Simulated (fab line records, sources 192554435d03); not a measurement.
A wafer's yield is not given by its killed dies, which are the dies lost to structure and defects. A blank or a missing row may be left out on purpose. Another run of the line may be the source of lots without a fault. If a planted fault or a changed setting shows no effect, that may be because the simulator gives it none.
fab line records	flow n5_finfet
[record] lots = 7	wafers = 21	last_day = 20
route steps=1938 shown BEOL_M4@1060 PASSIVATION@1936
lots that met no fault: from a run of the same line without faults
start_h: hours from the record's first day to the start of the lot's first wafer shown	wait_h: hours since the lot's step before	" unchanged from the row above	L1.1+2: a single row standing in for several wafers	- no value, or no start was given	* or withheld: withheld	< > ~ a bound
route shown NAME@n: names a module that has steps shown in the file, with the first one's number in the route	usual: average and standard deviation across the fault-free wafers	same: alike in all rows	chamber/n: place in a boat	sites: the reading at each site	_std_site: the standard deviation of these	_edge_site: mean of outer sites minus mean of inner sites	radius_mm: how far each site lies from the wafer's centre	mask NAME#n: copy n	behind: the most recent tool/chamber to have shaped the wafer	hold: the reason the lot was held/the length of the hold in hours/how it ended	device: which transistor (n, p or np) failed to switch	end of line: the tests these same wafers got at the end of their route	a step without rows: its recipe alone	killed: at the first sort, the dies lost to defects and structure; wafer yield is something else	map: shows each die of a wafer: x if killed, . if not, _ if none is there
set.NAME: the run value of the setting; set.NAME@STEP: its run value at that earlier step	model.NAME: the simulator's own value behind a step, which no gauge read
the route's steps for a sample of lots (tables are steps, rows are wafers)
services: the hour from which a tool's chamber was out of use, counted from the record's first day as start_h (under 0 if before that day), plus the number of hours and why
[[steps]]
[step N5_BEOL_M4_ETCH_77]
[recipe] chemistry = N2/H2	target = underlayer	target_depth_a = 65	mask_material = CAR-EUV	time_s = 5.2	ion_energy_ev = 200	pressure_mtorr = 30	source_w = 840	bias_w = 150	n2_flow_sccm = 200	h2_flow_sccm = 200	ends = cleared
[usual] drypump_motor_current_A = 5.6/0.32	etch_rf_on_time_s = 5.20/0.11	oes_product_au = 0.68/0.066	rf_vpp_V = 525.9/1.9	showerhead_plenum_p_Torr = 2.60/0.062	throttle_valve_pct = 17.63/0.3
lot.wafer	tool	chamber	start_h	wait_h	drypump_motor_current_A	etch_rf_on_time_s	oes_product_au	rf_hours_counter_h	rf_vpp_V	showerhead_plenum_p_Torr	throttle_valve_pct
L304.2	rie_diel-04	0	169.12	0.0	6.1	5.14	0.79	23	523.9	2.60	17.41
L304.4	"	1	"	"	6.2	5.14	0.63	196	525.2	2.63	18.18
L304.6	"	0	"	"	6.1	5.15	0.80	-	525.5	2.60	17.40
L311.2	rie_diel-04	1	225.35	0.0	6.2	5.13	0.62	213	522.8	2.62	18.16
L311.3	"	2	"	"	6.0	5.22	0.61	215	520.9	2.50	17.97
L311.4	"	0	"	"	6.1	5.13	0.77	41	525.8	2.59	17.43
L316.2	rie_diel-01	0	283.98	0.0	5.9	5.27	0.71	56	526.2	2.69	17.37
L316.3	"	2	"	"	5.9	5.35	0.66	99	526.8	2.68	17.62
L316.5	"	2	"	"	5.9	5.38	0.66	-	528.5	2.68	17.63
L319.2	rie_diel-01	2	285.03	0.0	5.9	5.37	0.66	100	527.2	2.68	17.61
L319.3	"	0	"	"	5.9	5.27	0.71	57	528.3	2.68	17.36
L319.5	"	2	"	"	5.9	5.39	0.64	-	526.9	2.68	17.61
L324.1	rie_diel-06	3	302.11	0.0	4.9	5.23	0.57	250	521.3	2.39	17.76
L324.2	"	1	"	"	5.6	5.16	0.66	123	526.5	2.54	17.89
L324.6	"	1	"	"	5.6	5.11	0.67	-	524.0	2.54	17.93
L326.1	rie_diel-06	0	305.79	0.0	5.2	5.23	0.72	48	525.6	2.56	17.08
L326.2	"	2	"	"	5.6	5.07	0.74	34	527.1	2.60	17.50
L326.4	"	0	"	"	5.2	5.25	0.73	-	525.1	2.56	17.07
L327.1	rie_diel-01	2	337.15	0.0	5.9	5.40	0.63	119	524.6	2.67	17.66
L327.2	"	0	"	"	5.9	5.24	0.70	76	526.1	2.68	17.40
L327.4	"	0	"	"	5.9	5.26	0.69	-	526.9	2.68	17.40
[step N5_BEOL_M4_VIA_ETCH_34]
[recipe] chemistry = C4F6/O2	target_depth_a = 694	mask_material = SOC	pressure_mtorr = 15	ion_energy_ev = 250	taper_deg = 4	time_s = 65.9	source_w = 350	bias_w = 170	Ar_flow_sccm = 300	C4F6_flow_sccm = 10	O2_flow_sccm = 10
[usual] drypump_motor_current_A = 5.6/0.36	oes_ar_750_au = 0.81/0.072	oes_product_au = 0.81/0.079	rf_vpp_V = 664/14	showerhead_plenum_p_Torr = 2.91/0.074	throttle_valve_pct = 30.5/0.37
lot.wafer	tool	chamber	start_h	wait_h	drypump_motor_current_A	oes_ar_750_au	oes_product_au	rf_hours_counter_h	rf_vpp_V	showerhead_plenum_p_Torr	throttle_valve_pct
L304.2	rie_diel-06	0	183.88	0.0	5.2	0.95	0.98	3	683	2.88	29.8
L304.4	"	2	"	"	5.6	0.69	0.67	-	639	2.91	30.6
L304.6	"	1	"	"	5.6	0.82	0.81	-	673	2.87	30.9
L311.2	rie_diel-06	1	239.83	0.0	5.6	0.80	0.78	102	673	2.86	30.9
L311.3	"	3	"	"	4.9	0.70	0.68	228	662	2.70	30.6
L311.4	"	0	"	"	5.2	0.89	0.90	25	684	2.87	29.9
L316.2	rie_diel-06	0	290.94	0.0	5.2	0.85	0.88	43	682	2.86	29.9
L316.3	"	3	"	"	4.9	0.69	0.67	245	662	2.70	30.6
L316.5	"	0	"	"	5.2	0.85	0.88	-	681	2.86	29.9
L319.2	rie_diel-06	3	299.66	0.0	4.9	0.68	0.67	249	662	2.69	30.6
L319.3	"	0	"	"	5.2	0.85	0.88	46	681	2.86	29.9
L319.5	"	3	"	"	4.9	0.68	0.67	-	662	2.69	30.6
L324.1	rie_diel-01	0	317.48	0.0	5.9	0.82	0.82	68	665	3.02	30.5
L324.2	"	3	"	"	5.3	0.84	0.83	76	645	2.89	30.6
L324.6	"	0	"	"	5.9	0.82	0.83	-	665	3.02	30.5
L326.1	rie_diel-01	0	329.49	0.0	5.9	0.81	0.81	73	666	3.02	30.5
L326.2	"	3	"	"	5.2	0.83	0.82	82	644	2.88	30.6
L326.4	"	3	"	"	5.2	0.83	0.83	-	644	2.88	30.6
L327.1	rie_diel-01	2	357.19	0.0	5.9	0.76	0.73	127	654	2.94	30.1
L327.2	"	1	"	"	5.3	0.97	0.97	5	666	2.92	30.7
L327.4	"	3	"	"	5.2	0.82	0.81	-	644	2.88	30.6
[step N5_BEOL_M4_TRENCH_ETCH_37]
[recipe] chemistry = C4F6/O2	target_depth_a = 555.55	target = SiOC	time_s = 29.2	ion_energy_ev = 250	pressure_mtorr = 30	source_w = 355	bias_w = 185	Ar_flow_sccm = 300	C4F6_flow_sccm = 10	O2_flow_sccm = 10
[usual] drypump_motor_current_A = 5.6/0.37	oes_ar_750_au = 0.81/0.072	oes_product_au = 0.81/0.078	rf_vpp_V = 664/15	showerhead_plenum_p_Torr = 2.91/0.074	throttle_valve_pct = 20.7/0.33
lot.wafer	tool	chamber	start_h	wait_h	drypump_motor_current_A	oes_ar_750_au	oes_product_au	rf_hours_counter_h	rf_vpp_V	showerhead_plenum_p_Torr	throttle_valve_pct
L304.2	rie_diel-06	0	183.98	-	5.2	0.94	0.97	3	682	2.89	20.1
L304.4	"	2	"	"	5.6	0.69	0.68	-	637	2.92	20.7
L304.6	"	1	"	"	5.6	0.82	0.81	-	673	2.87	21.0
L311.2	rie_diel-06	1	239.93	-	5.6	0.80	0.78	102	673	2.86	21.0
L311.3	"	3	"	"	5.0	0.69	0.68	228	662	2.71	20.9
L311.4	"	0	"	"	5.2	0.88	0.90	25	683	2.88	20.1
L316.2	rie_diel-06	0	291.04	-	5.2	0.86	1.08	43	683	2.87	20.2
L316.3	"	3	"	"	5.0	0.68	0.83	245	661	2.70	20.9
L316.5	"	0	"	"	5.2	0.86	0.87	-	683	2.87	20.1
L319.2	rie_diel-06	3	299.76	-	4.9	0.68	0.83	249	661	2.70	20.9
L319.3	"	0	"	"	5.2	0.85	1.10	46	682	2.87	20.2
L319.5	"	3	"	"	4.9	0.68	0.67	-	660	2.70	20.9
L324.1	rie_diel-01	0	317.58	-	5.9	0.81	0.83	68	665	3.02	20.5
L324.2	"	3	"	"	5.2	0.84	0.83	76	644	2.89	20.7
L324.6	"	0	"	"	5.9	0.81	0.83	-	666	3.02	20.5
L326.1	rie_diel-01	0	329.59	-	5.9	0.81	0.81	73	666	3.02	20.5
L326.2	"	3	"	"	5.3	0.83	0.82	82	643	2.89	20.7
L326.4	"	3	"	"	5.2	0.83	0.82	-	645	2.89	20.7
L327.1	rie_diel-01	2	357.29	-	5.9	0.75	0.74	127	652	2.94	20.5
L327.2	"	1	"	"	5.3	0.96	0.97	5	668	2.92	20.7
L327.4	"	3	"	"	5.2	0.82	0.80	-	643	2.88	20.7
[step N5_BEOL_M4_ETCH_41]
[recipe] chemistry = CH3F/O2	target = SiCN	target_depth_a = 299	taper_deg = 2	time_s = 52.5	ion_energy_ev = 120	mask_material = TiN	pressure_mtorr = 30	source_w = 395	bias_w = 75	Ar_flow_sccm = 150	CH3F_flow_sccm = 30	O2_flow_sccm = 20
[usual] drypump_motor_current_A = 5.6/0.36	oes_product_au = 0.81/0.079	rf_vpp_V = 298.3/1.4	showerhead_plenum_p_Torr = 2.05/0.054	throttle_valve_pct = 16.1/0.32
lot.wafer	tool	chamber	start_h	wait_h	drypump_motor_current_A	oes_product_au	rf_hours_counter_h	rf_vpp_V	showerhead_plenum_p_Torr	throttle_valve_pct
L304.2	rie_diel-06	0	-	-	5.2	0.98	3	298.7	2.03	15.6
L304.4	"	2	"	"	5.6	0.68	-	298.5	2.05	16.2
L304.6	"	1	"	"	5.5	0.81	-	296.8	2.02	16.4
L311.2	rie_diel-06	1	-	-	5.6	0.79	102	297.9	2.01	16.4
L311.3	"	3	"	"	4.9	0.68	228	293.5	1.90	16.4
L311.4	"	0	"	"	5.2	0.91	25	297.4	2.03	15.6
L316.2	rie_diel-06	0	-	-	5.2	0.88	43	298.0	2.02	15.7
L316.3	"	3	"	"	4.9	0.66	246	295.4	1.89	16.4
L316.5	"	0	"	"	5.2	0.88	-	297.3	2.02	15.7
L319.2	rie_diel-06	3	-	-	4.9	0.68	249	294.7	1.89	16.4
L319.3	"	0	"	"	5.2	0.88	46	297.7	2.02	15.7
L319.5	"	3	"	"	4.9	0.67	-	294.5	1.89	16.4
L324.1	rie_diel-01	0	-	-	5.9	0.83	68	300.2	2.13	15.9
L324.2	"	3	"	"	5.3	0.83	76	297.2	2.03	16.1
L324.6	"	0	"	"	5.9	0.83	-	299.7	2.13	16.0
L326.1	rie_diel-01	0	-	-	5.9	0.82	73	299.2	2.13	16.0
L326.2	"	3	"	"	5.3	0.83	82	299.0	2.03	16.1
L326.4	"	3	"	"	5.2	0.83	-	299.0	2.03	16.1
L327.1	rie_diel-01	2	-	-	5.9	0.74	127	297.4	2.07	16.0
L327.2	"	1	"	"	5.3	0.99	5	300.7	2.05	16.1
L327.4	"	3	"	"	5.2	0.82	-	297.6	2.03	16.1
[step N5_BEOL_M4_OCD_MEAS_38]
[usual] trench_depth_nm = 55.4/0.97
lot.wafer	tool	chamber	start_h	wait_h	trench_depth_nm
L304.2	ocd-02	-	184.14	-	55.6
L304.4	"	-	"	"	54.6
L304.6	"	-	"	"	54.9
L311.2	ocd-01	-	240.08	-	55.3
L311.3	"	-	"	"	53.9
L311.4	"	-	"	"	56.0
L316.2	ocd-01	-	291.20	-	77.6
L316.3	"	-	"	"	74.3
L316.5	"	-	"	"	55.8
L319.2	ocd-02	-	299.92	-	75.3
L319.3	"	-	"	"	78.7
L319.5	"	-	"	"	54.5
L324.1	ocd-01	-	317.73	-	56.1
L324.2	"	-	"	"	57.0
L324.6	"	-	"	"	56.3
L326.1	ocd-02	-	329.75	-	54.7
L326.2	"	-	"	"	55.9
L326.4	"	-	"	"	55.7
L327.1	ocd-02	-	357.45	-	53.8
L327.2	"	-	"	"	56.8
L327.4	"	-	"	"	56.6
[step N5_BEOL_M4_THK_MEAS_53]
[recipe] thk_meas_gauge = xrf	reads = Cu_of_BEOL_M4_ECD_50
[usual] M4_THK = 39.3/1.6
lot.wafer	tool	chamber	start_h	wait_h	M4_THK[nm]
L304.2	film_metro-01	-	189.48	-	39.9
L304.4	"	-	"	"	36.7
L304.6	"	-	"	"	38.4
L311.2	film_metro-02	-	245.64	-	38.2
L311.3	"	-	"	"	35.8
L311.4	"	-	"	"	39.2
L316.2	film_metro-02	-	294.90	-	62.1
L316.3	"	-	"	"	59.1
L316.5	"	-	"	"	40.4
L319.2	film_metro-02	-	305.30	-	58.6
L319.3	"	-	"	"	60.0
L319.5	"	-	"	"	37.4
L324.1	film_metro-02	-	322.11	-	41.6
L324.2	"	-	"	"	41.7
L324.6	"	-	"	"	41.8
L326.1	film_metro-01	-	333.40	-	38.1
L326.2	"	-	"	"	38.2
L326.4	"	-	"	"	38.9
L327.1	film_metro-01	-	361.18	-	37.3
L327.2	"	-	"	"	37.9
L327.4	"	-	"	"	40.0
[step N5_BEOL_M4_RS_MEAS_58]
[recipe] thk_meas_gauge = four-point-probe	reads = Co_of_BEOL_M4_CO_CAP_55+Cu_of_BEOL_M4_ECD_50+Co_of_BEOL_M4_CVD_47+TaN_of_BEOL_M4_ALD_84
[usual] M4_RS = 0.67/0.035
lot.wafer	tool	chamber	start_h	wait_h	M4_RS[ohm/sq]
L304.2	film_metro-01	-	189.97	0.1	0.65
L304.4	"	-	"	"	0.73
L304.6	"	-	"	"	0.69
L311.2	film_metro-02	-	245.93	0.1	0.70
L311.3	"	-	"	"	0.76
L311.4	"	-	"	"	0.68
L316.2	film_metro-02	-	295.16	0.1	0.38
L316.3	"	-	"	"	0.41
L316.5	"	-	"	"	0.65
L319.2	film_metro-01	-	305.56	0.1	0.41
L319.3	"	-	"	"	0.40
L319.5	"	-	"	"	0.72
L324.1	film_metro-01	-	322.38	0.1	0.63
L324.2	"	-	"	"	0.62
L324.6	"	-	"	"	0.62
L326.1	film_metro-02	-	333.66	0.0	0.69
L326.2	"	-	"	"	0.68
L326.4	"	-	"	"	0.66
L327.1	film_metro-02	-	361.47	0.1	0.71
L327.2	"	-	"	"	0.70
L327.4	"	-	"	"	0.65
[step N5_BEOL_M4_RC_MEAS_101]
[usual] DIBL_N = 36.0/1.9	DIBL_P = 35.6/2.2	IOFF_N = 0.15/0.031	IOFF_P = 0.19/0.032	ION_N = 668/11	ION_P = 455/7.2	SERP_M4 = 197/16	SERP_M4_max_site = 209/18	SS_N = 71.5/0.65	SS_P = 73.4/0.64	VT_N = 251/3.6	VT_P = -253/3.3
lot.wafer	tool	chamber	start_h	wait_h	DIBL_N[mV/V]	DIBL_P[mV/V]	IOFF_N[nA/um]	IOFF_P[nA/um]	ION_N[uA/um]	ION_P[uA/um]	SERP_M4[ohm/um]	SERP_M4_max_site[ohm/um]	SS_N[mV/dec]	SS_P[mV/dec]	VT_N[mV]	VT_P[mV]
L304.2	prober-01	0	190.18	0.2	36.4	35.6	0.15	0.21	671	461	181	187	70.7	73.6	249	-249
L304.4	"	0	"	"	35.7	34.2	0.14	0.19	664	460	202	214	70.1	73.3	251	-251
L304.6	"	0	"	"	37.5	36.3	0.17	0.22	675	457	185	195	71.0	73.7	250	-250
L311.2	prober-01	0	246.14	0.2	35.6	33.8	0.12	0.16	663	451	220	238	71.1	72.4	253	-256
L311.3	"	0	"	"	35.2	34.4	0.12	0.16	653	453	218	239	70.9	73.9	254	-254
L311.4	"	0	"	"	37.1	36.4	0.16	0.20	662	452	198	222	71.8	73.0	251	-253
L316.2	prober-01	0	295.37	0.2	38.7	37.3	0.17	0.22	674	461	119	122	71.9	74.7	250	-250
L316.3	"	0	"	"	37.5	35.6	0.15	0.19	672	454	119	130	72.2	73.6	251	-251
L316.5	"	0	"	"	37.1	35.4	0.15	0.18	659	446	173	189	71.0	73.3	256	-255
L319.2	prober-01	0	305.76	0.2	36.3	38.5	0.16	0.21	666	458	113	118	71.4	73.7	248	-253
L319.3	"	0	"	"	35.7	36.3	0.16	0.17	666	445	128	136	72.0	73.4	249	-258
L319.5	"	0	"	"	36.9	38.1	0.18	0.20	668	458	209	215	72.0	73.8	251	-256
L324.1	prober-02	0	322.43	0.0	35.0	34.7	0.14	0.19	672	460	179	196	71.3	73.9	254	-254
L324.2	"	0	"	"	35.7	34.8	0.15	0.18	666	452	179	187	72.6	74.2	251	-253
L324.6	"	0	"	"	36.2	35.4	0.14	0.19	658	449	179	195	71.9	73.3	256	-252
L326.1	prober-02	0	333.71	0.0	33.1	33.5	0.11	0.13	662	444	178	189	70.6	72.9	259	-262
L326.2	"	0	"	"	34.7	35.8	0.13	0.16	666	443	186	191	71.6	73.6	255	-262
L326.4	"	0	"	"	34.6	37.0	0.14	0.17	665	449	187	194	71.9	74.3	252	-259
L327.1	prober-01	0	361.52	0.0	34.9	33.6	0.13	0.17	671	460	228	247	71.2	73.1	250	-252
L327.2	"	0	"	"	34.3	33.6	0.12	0.18	653	451	209	217	70.9	73.2	254	-253
L327.4	"	0	"	"	37.0	36.7	0.16	0.24	684	469	202	209	71.4	74.6	248	-246
// sites SERP_M4 radius_mm=0,75,75,75,75,140,140,140,140
L304.2 183 187 185 181 187 165 171 157 174
L311.2 238 231 226 220 221 195 183 184 192
L316.2 121 120 121 122 119 109 115 102 117
L319.2 118 118 112 117 113 117 113 109 112
L324.1 183 184 180 179 196 167 159 150 163
L326.1 179 189 185 177 184 178 166 171 170
L327.1 241 247 235 228 241 193 197 183 199
[step N5_PASSIVATION_PROBE_49]
[usual] defect_limited_yield = 91.3/1.4	killed_at_M0_to_M3 = 34/10	killed_at_M4_up = 14/5.5	killed_at_contacts = 12/6	killed_at_front_end = 40/10	killed_at_other = 3.0/2.4	killed_dies = 103/17	killed_open = 68/13	killed_short = 34/7.8	sort_bin_5_function = 5.1/0.97	sort_bin_6_memory = 3.3/0.66	sort_bin_8_speed = 0.02/0.12	sort_n_pass = 1077/17	sort_yield_pct = 91.2/1.4
[same] gross_dies = 1180	killed_at_back_side = 0	sort_bin_4_leakage[%] = 0
lot.wafer	tool	chamber	start_h	wait_h	defect_limited_yield[%]	killed_at_M0_to_M3	killed_at_M4_up	killed_at_contacts	killed_at_front_end	killed_at_other	killed_dies	killed_open	killed_short	sort_bin_5_function[%]	sort_bin_6_memory[%]	sort_bin_8_speed[%]	sort_n_pass	sort_yield_pct[%]
L316.2	prober-02	-	404.46	0.1	93.1	31	13	4	32	2	82	54	27	4.5	1.9	0	1098	93.1
L316.3	prober-02	-	404.51	0.1	92.1	27	7	17	42	0	93	61	29	4.4	3.3	0	1087	92.1
L316.5	prober-02	-	404.61	0.2	91.1	41	16	9	38	1	105	77	27	4.8	3.9	0	1075	91.1
// killed by level:class
L316.2 BEOL_M4:geometric_particle:open=10 BEOL_M3:geometric_particle:open=9 FIN_SAQP:geometric_particle:open=8 BEOL_M0_SAQP:geometric_particle:short=7 BEOL_M0_SAQP:geometric_particle:open=7 GATE_CUT:geometric_particle:short=5 FIN_SAQP:geometric_particle:short=4 STI_FIN_REVEAL:geometric_particle:open=4
L316.3 MOL_CONTACT_COAG:geometric_particle:open=12 FIN_SAQP:geometric_particle:open=10 BEOL_M0_SAQP:geometric_particle:open=7 MOL_CONTACT_COAG:geometric_particle:short=5 BEOL_M0_SAQP:geometric_particle:short=5 STARTING-WAFER:geometric_particle:short=5 STI_FIN_REVEAL:geometric_particle:open=4 GATE_CUT:geometric_particle:short=4
L316.5 FIN_SAQP:geometric_particle:open=16 BEOL_M3:geometric_particle:open=13 BEOL_M4:geometric_particle:open=9 BEOL_M0_SAQP:geometric_particle:short=8 MOL_CONTACT_COAG:geometric_particle:open=7 BEOL_M0_SAQP:geometric_particle:open=7 BEOL_M2:geometric_particle:open=5 DUMMY_GATE:geometric_particle:open=4
[[services]]
tool	chamber	start_h	hours	kind
rie_diel-01	3	156.77	43.4	repair
rie_diel-04	1	171.89	1.4	repair
rie_diel-06	3	181.80	17.0	repair
rie_diel-06	2	198.81	-	clean
rie_diel-06	2	198.81	-	consumable_replace:focus_ring
rie_diel-06	2	198.81	16.9	scheduled_down
rie_diel-06	2	198.81	16.9	vent_cycle
rie_diel-01	-	202.64	0.5	repair
rie_diel-01	-	252.18	2.8	pm
rie_diel-06	3	304.55	-	clean
rie_diel-06	3	304.55	-	consumable_replace:focus_ring
rie_diel-06	3	304.55	-	consumable_replace:showerhead
rie_diel-06	3	304.55	15.0	scheduled_down
rie_diel-06	3	304.55	15.0	vent_cycle
rie_diel-01	1	310.65	-	clean
rie_diel-01	1	310.65	-	consumable_replace:focus_ring
rie_diel-01	1	310.65	29.0	scheduled_down
rie_diel-01	1	310.65	29.0	vent_cycle
rie_diel-04	2	335.54	-	clean
rie_diel-04	2	335.54	-	consumable_replace:focus_ring
rie_diel-04	2	335.54	23.7	scheduled_down
rie_diel-04	1	338.83	3.5	repair
rie_diel-06	1	354.22	10.2	repair
rie_diel-01	0	354.91	5.7	repair
[[key]]
[first_sign] step = N5_BEOL_M4_TRENCH_ETCH_37	reading = oes_product_au	direction = up	sigmas = 2	usual = 0.81	struck = 0.96
[effect] step = N5_BEOL_M4_OCD_MEAS_38	reading = trench_depth_nm	direction = up	sigmas = 22	usual = 55.4	struck = 76.5
[effect] step = N5_BEOL_M4_THK_MEAS_53	reading = M4_THK	direction = up	sigmas = 13	usual = 39.3	struck = 59.9
[effect] step = N5_BEOL_M4_RS_MEAS_58	reading = M4_RS	direction = down	sigmas = 7.9	usual = 0.67	struck = 0.40
[effect] step = N5_BEOL_M4_RC_MEAS_101	reading = SERP_M4	direction = down	sigmas = 4.9	usual = 197	struck = 120
[effect] step = N5_BEOL_M4_RC_MEAS_101	reading = SERP_M4_max_site	direction = down	sigmas = 4.7	usual = 209	struck = 127
met_at N5_BEOL_M4_TRENCH_ETCH_37
struck_lots L316,L319
struck_wafers L316.2,L316.3,L319.2,L319.3
not_acting_at N5_BEOL_M4_ETCH_77,N5_BEOL_M4_VIA_ETCH_34,N5_BEOL_M4_ETCH_41
onset_between 239.93 291.04
[fault] kind = process_parameter_drift	tool = rie_diel-06	chamber = -	onset_h = 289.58	steps = N5_BEOL_M4_TRENCH_ETCH_37	channel = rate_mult	offset = 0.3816	shape = step	end_h = 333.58	scope = struck_wafers_only
